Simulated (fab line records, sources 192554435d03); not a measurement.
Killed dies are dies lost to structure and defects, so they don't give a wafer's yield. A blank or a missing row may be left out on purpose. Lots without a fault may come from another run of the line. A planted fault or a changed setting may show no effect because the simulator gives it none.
Problem report in the 8D (eight disciplines) form, filled by code | flow n5_finfet | the parts of the form that need people (team, actions taken, sign-off) are left out

1. THE PROBLEM
cd_nm at N5_BEOL_M9_CD_MEAS_28 reads a mean of 76.08 nm on 6 wafers of 2 lots; wafers without a fault read 70.15 nm with a standard deviation of 0.27. That is +22 standard deviations from the usual mean.
The step: target cd 70 nm.
First seen on wafer L177.1, day 14 19:47, on cd_sem-02. The record holds 18 wafers of 6 lots with a number at this step. Rule for "out", or "out of limits": more than 4 standard deviations from the usual mean. The other wafers with a number count as sound.

2. WHAT IT IS AND WHAT IT IS NOT
question                    | is                     | is not
which readings at this step | cd_nm                  | -
which lots                  | L176, L177             | L158, L161, L178, L181
which wafers of those lots  | all that have a number | -
read on which gauges        | cd_sem-02              | cd_sem-01, cd_sem-03
when                        | from day 14 19:47      | up to then (6 sound wafers); but 6 sound wafers of L178, L181 came after

3. SUSPECTS, AND WHAT RULES EACH OUT
Counting: a tool at a process step up to the reading stays a suspect if it ran every lot that is out and no sound lot after the first of them.
- the gauge at N5_BEOL_M9_CD_MEAS_28: kept. All the wafers that are out were read on cd_sem-02, and no step on other tools shows them out.
- euv_scanner-01 at N5_BEOL_M9_EXPOSE_25 (exposes mask V8): kept. It ran every lot that is out, first L177 (day 14 19:39), and no sound lot after that; its last sound lot up to then is L161 (day 11 08:10).
Left after counting: euv_scanner-01 at N5_BEOL_M9_EXPOSE_25, cd_sem-02 at N5_BEOL_M9_CD_MEAS_28.

4. THE CAUSE (what the simulator had put in)
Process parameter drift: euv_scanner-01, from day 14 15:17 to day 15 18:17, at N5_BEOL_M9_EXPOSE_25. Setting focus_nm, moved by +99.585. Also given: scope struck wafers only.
Counting left 2 suspects, and this tool is among them.

5. THE CHAIN OF EFFECTS, in route order
Each row: a reading whose mean over the struck wafers that have a number lies more than 3 standard deviations from the usual. Only readings for which the record gives a usual standard deviation are gone through. hours: the time from each lot's start at the first step in this table that gives one to its start at this step, as a median over the lots. sigmas: the change in usual standard deviations.
hours | step                  | reading | usual    | on struck wafers | change | sigmas
0     | N5_BEOL_M9_CD_MEAS_28 | cd_nm   | 70.15 nm | 76.08            | +5.93  | +22
Later measuring or inspecting steps at which every struck wafer that the step has a row for has a number for every such reading, and none has moved that far: N5_BEOL_M9_OVL_MEAS_29.

6. WHAT WOULD HAVE CAUGHT IT SOONER
In this record the first reading out of limits at a measuring or inspecting step was taken at day 14 19:47, 4 hours after the fault began at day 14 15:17.
Of the lots that are out (2), L176 began N5_BEOL_M9_EXPOSE_25 on euv_scanner-01 after day 14 19:47. A hold on the tool at that time would have spared it.
